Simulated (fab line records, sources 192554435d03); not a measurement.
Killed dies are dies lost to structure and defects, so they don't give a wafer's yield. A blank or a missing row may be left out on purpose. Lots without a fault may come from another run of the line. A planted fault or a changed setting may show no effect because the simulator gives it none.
Which tool did it? | flow n5_finfet | 10 lots, 30 wafers sampled, at 6 steps of a route of 1938

WHAT THE GAUGES READ, wafer by wafer
N5_GATE_CUT_INSPECT_26: inspects for defects (darkfield). Usual: raw_defect_count 42, standard deviation 21.
lot  | measured    | on                | raw_defect_count | flag
L703 | day 4 23:22 | defect_inspect-01 | 18 22 26         |
L704 | day 5 05:14 | defect_inspect-01 | 18 18 56         |
L706 | day 5 17:01 | defect_inspect-01 | 32 58 26         |
L707 | day 5 23:11 | defect_inspect-01 | 95 93 45         |
L712 | day 7 05:26 | defect_inspect-02 | 23 30 16         |
L713 | day 7 11:50 | defect_inspect-02 | 35 492 482       | OFF
L715 | day 7 22:14 | defect_inspect-02 | 489 29 19        | OFF
L716 | day 8 00:07 | defect_inspect-02 | 31 14 21         |
L722 | day 9 17:00 | defect_inspect-01 | 38 39 47         |
L723 | day 9 19:59 | defect_inspect-01 | 44 52 60         |

N5_MOL_CONTACT_COAG_INSPECT_10: inspects for defects (brightfield). Usual: raw_defect_count 73, standard deviation 33.
lot  | measured    | on                | raw_defect_count | flag
L703 | day 4 23:45 | defect_inspect-01 | 41 43 53         |
L704 | day 5 05:46 | defect_inspect-02 | 46 50 81         |
L706 | day 5 17:31 | defect_inspect-01 | 47 107 50        |
L707 | day 5 23:34 | defect_inspect-01 | 156 164 89       |
L712 | day 7 05:50 | defect_inspect-01 | 44 52 24         |
L713 | day 7 12:21 | defect_inspect-02 | 62 526 496       | OFF
L715 | day 7 22:37 | defect_inspect-02 | 512 55 39        | OFF
L716 | day 8 00:38 | defect_inspect-02 | 48 31 30         |
L722 | day 9 17:32 | defect_inspect-01 | 66 80 61         |
L723 | day 9 20:22 | defect_inspect-02 | 65 91 111        |

WHICH TOOL RAN EACH LOT (tool, then ch and the chambers of the sampled wafers, then the start)
lot  | N5_GATE_CUT_STRIP_42              | N5_GATE_CUT_ETCH_19               | N5_GATE_CUT_CMP_23           | N5_GATE_CUT_CMP_61
L703 | rie_diel-06 ch 0,3, day 4 19:55   | rie_diel-06 ch 0,3, day 4 19:58   | cmp-01 ch 2,3, day 4 22:20   | cmp-01 ch 1,3, day 4 23:10
L704 | rie_diel-04 ch 0,1, day 5 02:02   | rie_diel-04 ch 0,1, day 5 02:04   | cmp-04 ch 1,2,3, day 5 04:17 | cmp-04 ch 1,2, day 5 05:01
L706 | rie_diel-06 ch 1,2,3, day 5 13:34 | rie_diel-06 ch 1,2,3, day 5 13:36 | cmp-04 ch 1,3, day 5 16:01   | cmp-01 ch 1,3, day 5 16:49
L707 | rie_diel-04 ch 0,2,3, day 5 20:04 | rie_diel-04 ch 0,2,3, day 5 20:07 | cmp-01 ch 0,1,2, day 5 22:09 | cmp-04 ch 0,1,3, day 5 22:57
L712 | rie_diel-04 ch 0,1,3, day 7 02:19 | rie_diel-04 ch 0,1,3, day 7 02:22 | cmp-01 ch 0,2, day 7 04:24   | cmp-02 ch 0,1, day 7 05:13
L713 | rie_diel-06 ch 0,2,3, day 7 08:43 | rie_diel-06 ch 0,2,3, day 7 08:46 | cmp-01 ch 1,2,3, day 7 10:48 | cmp-01 ch 0,3, day 7 11:36
L715 | rie_diel-04 ch 1,2,3, day 7 19:01 | rie_diel-04 ch 1,2,3, day 7 19:03 | cmp-04 ch 2,3, day 7 21:11   | cmp-01 ch 0,2,3, day 7 21:59
L716 | rie_diel-04 ch 1,2,3, day 7 21:00 | rie_diel-04 ch 1,2,3, day 7 21:02 | cmp-02 ch 0,2, day 7 23:07   | cmp-02 ch 1,2, day 7 23:53
L722 | rie_diel-04 ch 2,3, day 9 12:50   | rie_diel-04 ch 2,3, day 9 12:53   | cmp-04 ch 1,3, day 9 16:00   | cmp-02 ch 0,1,3, day 9 16:46
L723 | rie_diel-04 ch 1,2,3, day 9 16:52 | rie_diel-04 ch 1,2,3, day 9 16:55 | cmp-02 ch 0,1,2, day 9 18:59 | cmp-04 ch 1,2,3, day 9 19:45
- N5_GATE_CUT_STRIP_42: strips in O2.
- N5_GATE_CUT_ETCH_19: etches SiNx in CH3F/O2, target depth 53.7 nm, time 76.7 s.
- N5_GATE_CUT_CMP_23: polishes, stops on SiO2, t overpolish 23.4 s, target thk 16 nm.
- N5_GATE_CUT_CMP_61: polishes, stops on SiNx, t overpolish 3 s.

WHAT THE TOOLS THEMSELVES READ (means of the sampled wafers that have a number; where no wafer has one, the mark that the record gives instead)
N5_GATE_CUT_STRIP_42. Usual: drypump_motor_current_A 5.7 A, standard deviation 0.56; oes_product_au 0.81 a.u., standard deviation 0.085; rf_vpp_V 3.6 V, standard deviation 0.49; showerhead_plenum_p_Torr 2.08 Torr, standard deviation 0.061; throttle_valve_pct 16.68 %, standard deviation 0.19.
lot  | tool        | drypump_motor_current_A (A) | oes_product_au (a.u.) | rf_vpp_V (V) | showerhead_plenum_p_Torr (Torr) | throttle_valve_pct (%) | flag
L703 | rie_diel-06 | 6.0                         | 0.72                  | 3.7          | 2.14                            | 16.87                  |
L704 | rie_diel-04 | 5.4                         | 0.95                  | 3.5          | 2.12                            | 16.60                  |
L706 | rie_diel-06 | 5.5                         | 0.76                  | 4.1          | 2.09                            | 16.79                  |
L707 | rie_diel-04 | 5.6                         | 0.83                  | 3.7          | 2.03                            | 16.65                  |
L712 | rie_diel-04 | 5.6                         | 0.88                  | 3.1          | 2.08                            | 16.65                  |
L713 | rie_diel-06 | 5.7                         | 0.83                  | 3.8          | 2.08                            | 16.64                  |
L715 | rie_diel-04 | 5.3                         | 0.80                  | 3.5          | 2.06                            | 16.76                  |
L716 | rie_diel-04 | 5.3                         | 0.79                  | 4.3          | 2.06                            | 16.75                  |
L722 | rie_diel-04 | 5.5                         | 0.75                  | 3.9          | 2.01                            | 16.80                  |
L723 | rie_diel-04 | 5.3                         | 0.78                  | 3.7          | 2.05                            | 16.79                  |

N5_GATE_CUT_ETCH_19. Usual: drypump_motor_current_A 5.7 A, standard deviation 0.56; etch_rf_on_time_s 76.8 s, standard deviation 1.8; oes_product_au 0.69 a.u., standard deviation 0.075; rf_vpp_V 297 V, standard deviation 5.3; showerhead_plenum_p_Torr 1.98 Torr, standard deviation 0.056; throttle_valve_pct 16.34 %, standard deviation 0.18.
lot  | tool        | drypump_motor_current_A (A) | etch_rf_on_time_s (s) | oes_product_au (a.u.) | rf_vpp_V (V) | showerhead_plenum_p_Torr (Torr) | throttle_valve_pct (%) | flag
L703 | rie_diel-06 | 6.0                         | 77.7                  | 0.61                  | 299          | 2.04                            | 16.54                  |
L704 | rie_diel-04 | 5.4                         | 74.8                  | 0.82                  | 300          | 2.01                            | 16.22                  |
L706 | rie_diel-06 | 5.5                         | 78.1                  | 0.64                  | 296          | 2.00                            | 16.47                  |
L707 | rie_diel-04 | 5.6                         | 76.7                  | 0.71                  | 297          | 1.94                            | 16.32                  |
L712 | rie_diel-04 | 5.6                         | 75.7                  | 0.75                  | 299          | 1.98                            | 16.31                  |
L713 | rie_diel-06 | 5.7                         | 77.1                  | 0.70                  | 295          | 1.99                            | 16.32                  |
L715 | rie_diel-04 | 5.3                         | 77.2                  | 0.68                  | 296          | 1.95                            | 16.38                  |
L716 | rie_diel-04 | 5.3                         | 76.6                  | 0.68                  | 296          | 1.95                            | 16.39                  |
L722 | rie_diel-04 | 5.5                         | 76.9                  | 0.64                  | 295          | 1.92                            | 16.45                  |
L723 | rie_diel-04 | 5.3                         | 76.5                  | 0.67                  | 297          | 1.95                            | 16.41                  |

N5_GATE_CUT_CMP_23. Usual: motor_current_A 9.1 A, standard deviation 0.72; overpolish_run_s 23.399 s, standard deviation 0.0092; time_to_endpoint_s 19.5 s, standard deviation 2.8.
lot  | tool   | motor_current_A (A) | overpolish_run_s (s) | time_to_endpoint_s (s) | flag
L703 | cmp-01 | 9.0                 | 23.402               | 21.5                   |
L704 | cmp-04 | 9.1                 | 23.409               | 17.8                   |
L706 | cmp-04 | 9.5                 | 23.404               | 16.7                   |
L707 | cmp-01 | 9.5                 | 23.403               | 19.1                   |
L712 | cmp-01 | 9.5                 | 23.399               | 17.0                   |
L713 | cmp-01 | 9.0                 | 23.395               | 17.7                   |
L715 | cmp-04 | 8.4                 | 23.396               | 22.5                   |
L716 | cmp-02 | 9.9                 | 23.399               | 20.5                   |
L722 | cmp-04 | 9.1                 | 23.396               | 20.9                   |
L723 | cmp-02 | 9.7                 | 23.401               | 17.0                   |

N5_GATE_CUT_CMP_61. Usual: motor_current_A 12.3 A, standard deviation 0.93.
lot  | tool   | motor_current_A (A) | flag
L703 | cmp-01 | 11.3                |
L704 | cmp-04 | 12.8                |
L706 | cmp-01 | 11.2                |
L707 | cmp-04 | 12.6                |
L712 | cmp-02 | 12.7                |
L713 | cmp-01 | 11.9                |
L715 | cmp-01 | 12.2                |
L716 | cmp-02 | 12.7                |
L722 | cmp-02 | 12.9                |
L723 | cmp-04 | 12.6                |

THE ANSWER, worked out from the rows above alone
Rule: a lot is off if the mean of its wafers that have a number lies more than 3 standard deviations from the usual mean. A lot without any number at a reading at which 4 lots or more have one is off too. The other lots that the step has rows for count as sound. The gauges are gone through in route order, then the tools' own readings, and for those a lot's mean is taken as printed above. The first step at which some lot is off is used, and at that step the reading that is off furthest; a lot without a number counts as furthest.
Off: L713, L715, at N5_GATE_CUT_INSPECT_26 (raw_defect_count).
A tool fits if, at a process step before that reading, it ran every lot that is off, and no sound lot after the first of them. The gauges at N5_GATE_CUT_INSPECT_26 are tried like those tools. One fits: cmp-01 at N5_GATE_CUT_CMP_61. Its last sound lot is L706 (day 5 16:49), its first lot that is off L713 (day 7 11:36): a fault that began between those two fits.

WHAT THE SIMULATOR HAD PUT IN
Chamber particle source: cmp-01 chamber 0, from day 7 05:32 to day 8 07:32, at N5_GATE_CUT_CMP_61. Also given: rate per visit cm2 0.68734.
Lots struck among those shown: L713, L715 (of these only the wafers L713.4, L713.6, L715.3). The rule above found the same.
